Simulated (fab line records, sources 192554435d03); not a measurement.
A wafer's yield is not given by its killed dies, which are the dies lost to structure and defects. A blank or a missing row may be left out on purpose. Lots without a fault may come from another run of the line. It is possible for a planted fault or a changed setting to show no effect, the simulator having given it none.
The tool behind it: which one? :: flow n5-finfet :: Sampling: 24 lots, 72 wafers, 6 of 1938 route steps

WHAT EACH GAUGE READ, for each wafer
The record holds no reading of a measuring or inspecting step that can be judged against a usual standard deviation.

WHAT TOOL EACH LOT RAN ON (gives the tool, then ch and the chambers of the sampled wafers, and finally the start)
lot: L075
N5_BEOL_M2_SURFACE_TREAT_85: pvd-sputter-01, day 7 11:53
N5_BEOL_M2_SPUTTER_48: pvd-sputter-02, day 7 12:12
N5_BEOL_M2_SPUTTER_88: pvd-sputter-02, day 7 13:05
N5_BEOL_M2_ANNEAL_89: pvd-sputter-02, day 7 13:10
N5_BEOL_M2_SPUTTER_92: pvd-sputter-02, day 7 13:31
N5_BEOL_M2_ANNEAL_95: pvd-sputter-02, day 7 13:49

lot: L074
N5_BEOL_M2_SURFACE_TREAT_85: pvd-sputter-02, day 7 12:10
N5_BEOL_M2_SPUTTER_48: pvd-sputter-02, day 7 14:02
N5_BEOL_M2_SPUTTER_88: pvd-sputter-02, day 7 14:55
N5_BEOL_M2_ANNEAL_89: pvd-sputter-02, day 7 15:00
N5_BEOL_M2_SPUTTER_92: pvd-sputter-02, day 7 15:22
N5_BEOL_M2_ANNEAL_95: pvd-sputter-02, day 7 15:40

lot: L076
N5_BEOL_M2_SURFACE_TREAT_85: pvd-sputter-02, day 7 18:25
N5_BEOL_M2_SPUTTER_48: pvd-sputter-02, day 7 18:42
N5_BEOL_M2_SPUTTER_88: pvd-sputter-02, day 7 19:35
N5_BEOL_M2_ANNEAL_89: pvd-sputter-02, day 7 19:40
N5_BEOL_M2_SPUTTER_92: pvd-sputter-02, day 7 20:01
N5_BEOL_M2_ANNEAL_95: pvd-sputter-02, day 7 20:19

lot: L078
N5_BEOL_M2_SURFACE_TREAT_85: pvd-sputter-03, day 7 20:21
N5_BEOL_M2_SPUTTER_48: pvd-sputter-01, day 7 20:43
N5_BEOL_M2_SPUTTER_88: pvd-sputter-01, day 7 21:36
N5_BEOL_M2_ANNEAL_89: pvd-sputter-01, day 7 21:41
N5_BEOL_M2_SPUTTER_92: pvd-sputter-01, day 7 22:02
N5_BEOL_M2_ANNEAL_95: pvd-sputter-01, day 7 22:20

lot: L077
N5_BEOL_M2_SURFACE_TREAT_85: pvd-sputter-02, day 8 01:20
N5_BEOL_M2_SPUTTER_48: pvd-sputter-03, day 8 01:37
N5_BEOL_M2_SPUTTER_88: pvd-sputter-03, day 8 02:29
N5_BEOL_M2_ANNEAL_89: pvd-sputter-03, day 8 02:34
N5_BEOL_M2_SPUTTER_92: pvd-sputter-03, day 8 02:56
N5_BEOL_M2_ANNEAL_95: pvd-sputter-03, day 8 03:14

lot: L079
N5_BEOL_M2_SURFACE_TREAT_85: pvd-sputter-01, day 8 08:08
N5_BEOL_M2_SPUTTER_48: pvd-sputter-02, day 8 08:26
N5_BEOL_M2_SPUTTER_88: pvd-sputter-02, day 8 09:19
N5_BEOL_M2_ANNEAL_89: pvd-sputter-02, day 8 09:23
N5_BEOL_M2_SPUTTER_92: pvd-sputter-02, day 8 09:45
N5_BEOL_M2_ANNEAL_95: pvd-sputter-02, day 8 10:03

lot: L080
N5_BEOL_M2_SURFACE_TREAT_85: pvd-sputter-01, day 8 10:04
N5_BEOL_M2_SPUTTER_48: pvd-sputter-01, day 8 10:19
N5_BEOL_M2_SPUTTER_88: pvd-sputter-01, day 8 11:12
N5_BEOL_M2_ANNEAL_89: pvd-sputter-01, day 8 11:17
N5_BEOL_M2_SPUTTER_92: pvd-sputter-01, day 8 11:38
N5_BEOL_M2_ANNEAL_95: pvd-sputter-01, day 8 11:56

lot: L081
N5_BEOL_M2_SURFACE_TREAT_85: pvd-sputter-01, day 8 10:06
N5_BEOL_M2_SPUTTER_48: pvd-sputter-02, day 8 10:22
N5_BEOL_M2_SPUTTER_88: pvd-sputter-02, day 8 11:15
N5_BEOL_M2_ANNEAL_89: pvd-sputter-02, day 8 11:20
N5_BEOL_M2_SPUTTER_92: pvd-sputter-02, day 8 11:41
N5_BEOL_M2_ANNEAL_95: pvd-sputter-02, day 8 11:59

lot: L082
N5_BEOL_M2_SURFACE_TREAT_85: pvd-sputter-03, day 8 17:26
N5_BEOL_M2_SPUTTER_48: pvd-sputter-03, day 8 17:50
N5_BEOL_M2_SPUTTER_88: pvd-sputter-03, day 8 18:43
N5_BEOL_M2_ANNEAL_89: pvd-sputter-03, day 8 18:47
N5_BEOL_M2_SPUTTER_92: pvd-sputter-03, day 8 19:09
N5_BEOL_M2_ANNEAL_95: pvd-sputter-03, day 8 19:27

lot: L083
N5_BEOL_M2_SURFACE_TREAT_85: pvd-sputter-03, day 9 08:52
N5_BEOL_M2_SPUTTER_48: pvd-sputter-02, day 9 09:52
N5_BEOL_M2_SPUTTER_88: pvd-sputter-02, day 9 10:45
N5_BEOL_M2_ANNEAL_89: pvd-sputter-02, day 9 10:50
N5_BEOL_M2_SPUTTER_92: pvd-sputter-02, day 9 11:11
N5_BEOL_M2_ANNEAL_95: pvd-sputter-02, day 9 11:29

lot: L084
N5_BEOL_M2_SURFACE_TREAT_85: pvd-sputter-01, day 10 11:05
N5_BEOL_M2_SPUTTER_48: pvd-sputter-03, day 10 11:26
N5_BEOL_M2_SPUTTER_88: pvd-sputter-03, day 10 12:19
N5_BEOL_M2_ANNEAL_89: pvd-sputter-03, day 10 12:24
N5_BEOL_M2_SPUTTER_92: pvd-sputter-03, day 10 12:46
N5_BEOL_M2_ANNEAL_95: pvd-sputter-03, day 10 13:04

lot: L085
N5_BEOL_M2_SURFACE_TREAT_85: pvd-sputter-01, day 10 21:18
N5_BEOL_M2_SPUTTER_48: pvd-sputter-02, day 10 21:34
N5_BEOL_M2_SPUTTER_88: pvd-sputter-02, day 10 22:26
N5_BEOL_M2_ANNEAL_89: pvd-sputter-02, day 10 22:31
N5_BEOL_M2_SPUTTER_92: pvd-sputter-02, day 10 22:53
N5_BEOL_M2_ANNEAL_95: pvd-sputter-02, day 10 23:11

lot: L086
N5_BEOL_M2_SURFACE_TREAT_85: pvd-sputter-01, day 10 21:30
N5_BEOL_M2_SPUTTER_48: pvd-sputter-01, day 10 21:52
N5_BEOL_M2_SPUTTER_88: pvd-sputter-01, day 10 22:44
N5_BEOL_M2_ANNEAL_89: pvd-sputter-01, day 10 22:49
N5_BEOL_M2_SPUTTER_92: pvd-sputter-01, day 10 23:11
N5_BEOL_M2_ANNEAL_95: pvd-sputter-01, day 10 23:29

lot: L088
N5_BEOL_M2_SURFACE_TREAT_85: pvd-sputter-01, day 11 03:38
N5_BEOL_M2_SPUTTER_48: pvd-sputter-03, day 11 03:53
N5_BEOL_M2_SPUTTER_88: pvd-sputter-03, day 11 04:46
N5_BEOL_M2_ANNEAL_89: pvd-sputter-03, day 11 04:50
N5_BEOL_M2_SPUTTER_92: pvd-sputter-03, day 11 05:12
N5_BEOL_M2_ANNEAL_95: pvd-sputter-03, day 11 05:30

lot: L087
N5_BEOL_M2_SURFACE_TREAT_85: pvd-sputter-02, day 11 03:53
N5_BEOL_M2_SPUTTER_48: pvd-sputter-02, day 11 04:21
N5_BEOL_M2_SPUTTER_88: pvd-sputter-02, day 11 05:14
N5_BEOL_M2_ANNEAL_89: pvd-sputter-02, day 11 05:19
N5_BEOL_M2_SPUTTER_92: pvd-sputter-02, day 11 05:40
N5_BEOL_M2_ANNEAL_95: pvd-sputter-02, day 11 05:58

lot: L089
N5_BEOL_M2_SURFACE_TREAT_85: pvd-sputter-03, day 11 11:25
N5_BEOL_M2_SPUTTER_48: pvd-sputter-01, day 11 13:17
N5_BEOL_M2_SPUTTER_88: pvd-sputter-01, day 11 14:10
N5_BEOL_M2_ANNEAL_89: pvd-sputter-01, day 11 14:15
N5_BEOL_M2_SPUTTER_92: pvd-sputter-01, day 11 14:37
N5_BEOL_M2_ANNEAL_95: pvd-sputter-01, day 11 14:55

lot: L090
N5_BEOL_M2_SURFACE_TREAT_85: pvd-sputter-01, day 11 15:46
N5_BEOL_M2_SPUTTER_48: pvd-sputter-01, day 11 16:02
N5_BEOL_M2_SPUTTER_88: pvd-sputter-01, day 11 16:55
N5_BEOL_M2_ANNEAL_89: pvd-sputter-01, day 11 17:00
N5_BEOL_M2_SPUTTER_92: pvd-sputter-01, day 11 17:22
N5_BEOL_M2_ANNEAL_95: pvd-sputter-01, day 11 17:40

lot: L091
N5_BEOL_M2_SURFACE_TREAT_85: pvd-sputter-03, day 11 15:50
N5_BEOL_M2_SPUTTER_48: pvd-sputter-02, day 11 16:11
N5_BEOL_M2_SPUTTER_88: pvd-sputter-02, day 11 17:04
N5_BEOL_M2_ANNEAL_89: pvd-sputter-02, day 11 17:08
N5_BEOL_M2_SPUTTER_92: pvd-sputter-02, day 11 17:30
N5_BEOL_M2_ANNEAL_95: pvd-sputter-02, day 11 17:48

lot: L093
N5_BEOL_M2_SURFACE_TREAT_85: pvd-sputter-02, day 11 19:41
N5_BEOL_M2_SPUTTER_48: pvd-sputter-02, day 11 19:56
N5_BEOL_M2_SPUTTER_88: pvd-sputter-02, day 11 20:49
N5_BEOL_M2_ANNEAL_89: pvd-sputter-02, day 11 20:54
N5_BEOL_M2_SPUTTER_92: pvd-sputter-02, day 11 21:16
N5_BEOL_M2_ANNEAL_95: pvd-sputter-02, day 11 21:34

lot: L092
N5_BEOL_M2_SURFACE_TREAT_85: pvd-sputter-02, day 11 22:14
N5_BEOL_M2_SPUTTER_48: pvd-sputter-01, day 11 22:31
N5_BEOL_M2_SPUTTER_88: pvd-sputter-01, day 11 23:24
N5_BEOL_M2_ANNEAL_89: pvd-sputter-01, day 12 02:47
N5_BEOL_M2_SPUTTER_92: pvd-sputter-01, day 12 03:08
N5_BEOL_M2_ANNEAL_95: pvd-sputter-01, day 12 03:26

lot: L095
N5_BEOL_M2_SURFACE_TREAT_85: pvd-sputter-01, day 12 04:13
N5_BEOL_M2_SPUTTER_48: pvd-sputter-02, day 12 04:33
N5_BEOL_M2_SPUTTER_88: pvd-sputter-02, day 12 05:26
N5_BEOL_M2_ANNEAL_89: pvd-sputter-02, day 12 05:31
N5_BEOL_M2_SPUTTER_92: pvd-sputter-02, day 12 05:52
N5_BEOL_M2_ANNEAL_95: pvd-sputter-02, day 12 06:10

lot: L094
N5_BEOL_M2_SURFACE_TREAT_85: pvd-sputter-01, day 12 12:11
N5_BEOL_M2_SPUTTER_48: pvd-sputter-03, day 12 12:29
N5_BEOL_M2_SPUTTER_88: pvd-sputter-03, day 12 13:22
N5_BEOL_M2_ANNEAL_89: pvd-sputter-03, day 12 13:27
N5_BEOL_M2_SPUTTER_92: pvd-sputter-03, day 12 13:49
N5_BEOL_M2_ANNEAL_95: pvd-sputter-03, day 12 14:07

lot: L096
N5_BEOL_M2_SURFACE_TREAT_85: pvd-sputter-01, day 12 22:14
N5_BEOL_M2_SPUTTER_48: pvd-sputter-03, day 12 22:29
N5_BEOL_M2_SPUTTER_88: pvd-sputter-03, day 12 23:22
N5_BEOL_M2_ANNEAL_89: pvd-sputter-03, day 12 23:27
N5_BEOL_M2_SPUTTER_92: pvd-sputter-03, day 12 23:49
N5_BEOL_M2_ANNEAL_95: pvd-sputter-03, day 13 00:07

lot: L097
N5_BEOL_M2_SURFACE_TREAT_85: pvd-sputter-03, day 13 10:29
N5_BEOL_M2_SPUTTER_48: pvd-sputter-01, day 13 10:46
N5_BEOL_M2_SPUTTER_88: pvd-sputter-01, day 13 11:38
N5_BEOL_M2_ANNEAL_89: pvd-sputter-01, day 13 11:43
N5_BEOL_M2_SPUTTER_92: pvd-sputter-01, day 13 12:05
N5_BEOL_M2_ANNEAL_95: pvd-sputter-01, day 13 12:23
- N5_BEOL_M2_SURFACE_TREAT_85
- N5_BEOL_M2_SPUTTER_48: material Cu, target thk 4.5 nm, time 8.29 s.
- N5_BEOL_M2_SPUTTER_88: material Cu, target thk 4.5 nm, time 8.29 s.
- N5_BEOL_M2_ANNEAL_89: time 240 s.
- N5_BEOL_M2_SPUTTER_92: material Cu, target thk 4.5 nm, time 8.29 s.
- N5_BEOL_M2_ANNEAL_95: time 240 s.

WHAT THE TOOLS THEMSELVES READ (means of the sampled wafers that have a number; where no wafer has one, the mark that the record gives instead)
N5_BEOL_M2_SPUTTER_48.
lot: L075
tool: pvd-sputter-02
throttle-valve-pct (%): 31.0

lot: L074
tool: pvd-sputter-02
throttle-valve-pct (%): 30.6

lot: L076
tool: pvd-sputter-02
throttle-valve-pct (%): 30.0

lot: L078
tool: pvd-sputter-01
throttle-valve-pct (%): 32.4

lot: L077
tool: pvd-sputter-03
throttle-valve-pct (%): 30.1

lot: L079
tool: pvd-sputter-02
throttle-valve-pct (%): 30.0

lot: L080
tool: pvd-sputter-01
throttle-valve-pct (%): 31.2

lot: L081
tool: pvd-sputter-02
throttle-valve-pct (%): 30.4

lot: L082
tool: pvd-sputter-03
throttle-valve-pct (%): 30.3

lot: L083
tool: pvd-sputter-02
throttle-valve-pct (%): 30.2

lot: L084
tool: pvd-sputter-03
throttle-valve-pct (%): 30.3

lot: L085
tool: pvd-sputter-02
throttle-valve-pct (%): 29.4

lot: L086
tool: pvd-sputter-01
throttle-valve-pct (%): 30.8

lot: L088
tool: pvd-sputter-03
throttle-valve-pct (%): 29.9

lot: L087
tool: pvd-sputter-02
throttle-valve-pct (%): 30.9

lot: L089
tool: pvd-sputter-01
throttle-valve-pct (%): 31.3

lot: L090
tool: pvd-sputter-01
throttle-valve-pct (%): 30.6

lot: L091
tool: pvd-sputter-02
throttle-valve-pct (%): 30.0

lot: L093
tool: pvd-sputter-02
throttle-valve-pct (%): 29.0

lot: L092
tool: pvd-sputter-01
throttle-valve-pct (%): 31.1

lot: L095
tool: pvd-sputter-02
throttle-valve-pct (%): 28.9

lot: L094
tool: pvd-sputter-03
throttle-valve-pct (%): 30.2

lot: L096
tool: pvd-sputter-03
throttle-valve-pct (%): 29.4

lot: L097
tool: pvd-sputter-01
throttle-valve-pct (%): 30.8

N5_BEOL_M2_SPUTTER_88.
lot: L075
tool: pvd-sputter-02
throttle-valve-pct (%): 31.2

lot: L074
tool: pvd-sputter-02
throttle-valve-pct (%): 30.5

lot: L076
tool: pvd-sputter-02
throttle-valve-pct (%): 30.2

lot: L078
tool: pvd-sputter-01
throttle-valve-pct (%): 32.6

lot: L077
tool: pvd-sputter-03
throttle-valve-pct (%): 30.1

lot: L079
tool: pvd-sputter-02
throttle-valve-pct (%): 29.8

lot: L080
tool: pvd-sputter-01
throttle-valve-pct (%): 31.0

lot: L081
tool: pvd-sputter-02
throttle-valve-pct (%): 30.3

lot: L082
tool: pvd-sputter-03
throttle-valve-pct (%): 30.1

lot: L083
tool: pvd-sputter-02
throttle-valve-pct (%): 30.3

lot: L084
tool: pvd-sputter-03
throttle-valve-pct (%): 30.3

lot: L085
tool: pvd-sputter-02
throttle-valve-pct (%): 29.3

lot: L086
tool: pvd-sputter-01
throttle-valve-pct (%): 30.7

lot: L088
tool: pvd-sputter-03
throttle-valve-pct (%): 29.8

lot: L087
tool: pvd-sputter-02
throttle-valve-pct (%): 31.1

lot: L089
tool: pvd-sputter-01
throttle-valve-pct (%): 31.2

lot: L090
tool: pvd-sputter-01
throttle-valve-pct (%): 30.5

lot: L091
tool: pvd-sputter-02
throttle-valve-pct (%): 30.1

lot: L093
tool: pvd-sputter-02
throttle-valve-pct (%): 28.9

lot: L092
tool: pvd-sputter-01
throttle-valve-pct (%): 31.2

lot: L095
tool: pvd-sputter-02
throttle-valve-pct (%): 29.0

lot: L094
tool: pvd-sputter-03
throttle-valve-pct (%): 30.0

lot: L096
tool: pvd-sputter-03
throttle-valve-pct (%): 29.5

lot: L097
tool: pvd-sputter-01
throttle-valve-pct (%): 31.0

N5_BEOL_M2_ANNEAL_89.
lot: L075
tool: pvd-sputter-02
heater-power-w (W): 851

lot: L074
tool: pvd-sputter-02
heater-power-w (W): 919

lot: L076
tool: pvd-sputter-02
heater-power-w (W): 873

lot: L078
tool: pvd-sputter-01
heater-power-w (W): 784

lot: L077
tool: pvd-sputter-03
heater-power-w (W): 787

lot: L079
tool: pvd-sputter-02
heater-power-w (W): 872

lot: L080
tool: pvd-sputter-01
heater-power-w (W): 824

lot: L081
tool: pvd-sputter-02
heater-power-w (W): 822

lot: L082
tool: pvd-sputter-03
heater-power-w (W): 843

lot: L083
tool: pvd-sputter-02
heater-power-w (W): 815

lot: L084
tool: pvd-sputter-03
heater-power-w (W): 779

lot: L085
tool: pvd-sputter-02
heater-power-w (W): 828

lot: L086
tool: pvd-sputter-01
heater-power-w (W): 767

lot: L088
tool: pvd-sputter-03
heater-power-w (W): 883

lot: L087
tool: pvd-sputter-02
heater-power-w (W): 870

lot: L089
tool: pvd-sputter-01
heater-power-w (W): 825

lot: L090
tool: pvd-sputter-01
heater-power-w (W): 770

lot: L091
tool: pvd-sputter-02
heater-power-w (W): 873

lot: L093
tool: pvd-sputter-02
heater-power-w (W): 882

lot: L092
tool: pvd-sputter-01
heater-power-w (W): 796

lot: L095
tool: pvd-sputter-02
heater-power-w (W): 869

lot: L094
tool: pvd-sputter-03
heater-power-w (W): 835

lot: L096
tool: pvd-sputter-03
heater-power-w (W): 834

lot: L097
tool: pvd-sputter-01
heater-power-w (W): 787

N5_BEOL_M2_SPUTTER_92.
lot: L075
tool: pvd-sputter-02
throttle-valve-pct (%): 31.0

lot: L074
tool: pvd-sputter-02
throttle-valve-pct (%): 30.6

lot: L076
tool: pvd-sputter-02
throttle-valve-pct (%): 30.0

lot: L078
tool: pvd-sputter-01
throttle-valve-pct (%): 32.6

lot: L077
tool: pvd-sputter-03
throttle-valve-pct (%): 30.0

lot: L079
tool: pvd-sputter-02
throttle-valve-pct (%): 29.9

lot: L080
tool: pvd-sputter-01
throttle-valve-pct (%): 31.0

lot: L081
tool: pvd-sputter-02
throttle-valve-pct (%): 30.3

lot: L082
tool: pvd-sputter-03
throttle-valve-pct (%): 30.1

lot: L083
tool: pvd-sputter-02
throttle-valve-pct (%): 30.4

lot: L084
tool: pvd-sputter-03
throttle-valve-pct (%): 30.5

lot: L085
tool: pvd-sputter-02
throttle-valve-pct (%): 29.4

lot: L086
tool: pvd-sputter-01
throttle-valve-pct (%): 30.7

lot: L088
tool: pvd-sputter-03
throttle-valve-pct (%): 29.9

lot: L087
tool: pvd-sputter-02
throttle-valve-pct (%): 30.9

lot: L089
tool: pvd-sputter-01
throttle-valve-pct (%): 31.2

lot: L090
tool: pvd-sputter-01
throttle-valve-pct (%): 30.7

lot: L091
tool: pvd-sputter-02
throttle-valve-pct (%): 30.0

lot: L093
tool: pvd-sputter-02
throttle-valve-pct (%): 28.9

lot: L092
tool: pvd-sputter-01
throttle-valve-pct (%): 31.0

lot: L095
tool: pvd-sputter-02
throttle-valve-pct (%): 28.9

lot: L094
tool: pvd-sputter-03
throttle-valve-pct (%): 30.1

lot: L096
tool: pvd-sputter-03
throttle-valve-pct (%): 29.5

lot: L097
tool: pvd-sputter-01
throttle-valve-pct (%): 30.8

N5_BEOL_M2_ANNEAL_95.
lot: L075
tool: pvd-sputter-02
heater-power-w (W): 860

lot: L074
tool: pvd-sputter-02
heater-power-w (W): 915

lot: L076
tool: pvd-sputter-02
heater-power-w (W): 883

lot: L078
tool: pvd-sputter-01
heater-power-w (W): 783

lot: L077
tool: pvd-sputter-03
heater-power-w (W): 791

lot: L079
tool: pvd-sputter-02
heater-power-w (W): 878

lot: L080
tool: pvd-sputter-01
heater-power-w (W): 817

lot: L081
tool: pvd-sputter-02
heater-power-w (W): 816

lot: L082
tool: pvd-sputter-03
heater-power-w (W): 852

lot: L083
tool: pvd-sputter-02
heater-power-w (W): 820

lot: L084
tool: pvd-sputter-03
heater-power-w (W): 761

lot: L085
tool: pvd-sputter-02
heater-power-w (W): 831

lot: L086
tool: pvd-sputter-01
heater-power-w (W): 784

lot: L088
tool: pvd-sputter-03
heater-power-w (W): 875

lot: L087
tool: pvd-sputter-02
heater-power-w (W): 872

lot: L089
tool: pvd-sputter-01
heater-power-w (W): 822

lot: L090
tool: pvd-sputter-01
heater-power-w (W): 784

lot: L091
tool: pvd-sputter-02
heater-power-w (W): 863

lot: L093
tool: pvd-sputter-02
heater-power-w (W): 868

lot: L092
tool: pvd-sputter-01
heater-power-w (W): 809

lot: L095
tool: pvd-sputter-02
heater-power-w (W): 878

lot: L094
tool: pvd-sputter-03
heater-power-w (W): 851

lot: L096
tool: pvd-sputter-03
heater-power-w (W): 836

lot: L097
tool: pvd-sputter-01
heater-power-w (W): 789

THE ANSWER, worked out from the rows above alone
Rule: the lots themselves supply what counts as usual. Put in order of their means at a reading, lots are off if they are a third of the lots or fewer, leave a main group of 4 or more, and stand apart from it by a gap of 3 or more times the standard deviation of the main group's means; of several such gaps the widest counts. A main group whose means are all the same, to the digits that the tables above print for the reading, isn't used. A lot without any number at a reading at which 4 lots or more have one is off too. All remaining lots with rows at the step are treated as sound. First the gauges in route order, then the tools' own readings, where a lot's mean is used as printed above. The first step at which some lot is off is used, and at that step the reading that is off furthest; a lot without a number counts as furthest.
Nothing can be told from this: no lot is off at any reading shown.

WHAT HAD BEEN PUT IN BY THE SIMULATOR
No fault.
